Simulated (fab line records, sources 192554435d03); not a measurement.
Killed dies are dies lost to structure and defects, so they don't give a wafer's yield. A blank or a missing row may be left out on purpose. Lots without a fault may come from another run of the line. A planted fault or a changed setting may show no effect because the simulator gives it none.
One fault seen from 3 desks | flow n5_finfet | each desk has only its own numbers; what lay behind them comes last

THE DEFECT DESK
What the inspections along the route counted, lot by lot: means of the sampled wafers that have a number. A lot is out of limits, marked OUT, if its mean lies more than 4 standard deviations from the usual mean; the brackets give that distance.
Columns: A = raw_defect_count at N5_BEOL_M5_INSPECT_30, usual 378
lot  | first seen here | A
L837 | day 10 12:30    | 430
L838 | day 11 01:52    | 234
L847 | day 13 04:36    | 319
L850 | day 13 20:15    | 347
L852 | day 14 11:17    | 312
This desk's finding: nothing out of limits on any of the 5 lots.

THE TOOL OWNER'S DESK: rie_diel-06
The tool's own readings at N5_BEOL_M5_VIA_ETCH_34 (etches SiCOH lowk in C4F6/O2, target depth 88.3 nm, time 39.2 s): means of the sampled wafers that have a number, for each lot that ran on this tool. A lot is out of limits, marked OUT, if its mean lies more than 4 standard deviations from the usual mean; the brackets give that distance.
Columns: A = drypump_motor_current_A at N5_BEOL_M5_VIA_ETCH_34, usual 5.7 A; B = oes_product_au at N5_BEOL_M5_VIA_ETCH_34, usual 0.78 a.u.; C = rf_vpp_V at N5_BEOL_M5_VIA_ETCH_34, usual 664 V; D = showerhead_plenum_p_Torr at N5_BEOL_M5_VIA_ETCH_34, usual 2.84 Torr; E = throttle_valve_pct at N5_BEOL_M5_VIA_ETCH_34, usual 20.94 %
lot  | first seen here | A   | B    | C   | D    | E
L837 | day 10 12:53    | 5.8 | 0.76 | 661 | 2.78 | 21.17
L847 | day 13 04:49    | 5.8 | 0.82 | 657 | 2.80 | 21.20
This desk's finding: nothing out of limits on any of the 2 lots.

THE METROLOGY DESK
What the gauges read, lot by lot, whatever tool the lot ran on: means of the sampled wafers that have a number. A lot is out of limits, marked OUT, if its mean lies more than 4 standard deviations from the usual mean; the brackets give that distance.
Columns: A = cd_nm at N5_BEOL_M5_CD_MEAS_28, usual 30.63 nm; B = V4_OVL at N5_BEOL_M5_OVL_MEAS_29, usual 0.1 nm
lot  | first seen here | A     | B
L837 | day 10 12:25    | 30.53 | 0.3
L838 | day 11 01:47    | 30.27 | -0.4
L847 | day 13 04:31    | 30.55 | 1.1
L850 | day 13 20:10    | 30.61 | 1.2
L852 | day 14 11:12    | 30.64 | -0.2
This desk's finding: nothing out of limits on any of the 5 lots.

PUT TOGETHER
The defect desk saw nothing out of limits.
The tool owner's desk saw nothing out of limits.
The metrology desk saw nothing out of limits.

WHAT THE SIMULATOR HAD PUT IN
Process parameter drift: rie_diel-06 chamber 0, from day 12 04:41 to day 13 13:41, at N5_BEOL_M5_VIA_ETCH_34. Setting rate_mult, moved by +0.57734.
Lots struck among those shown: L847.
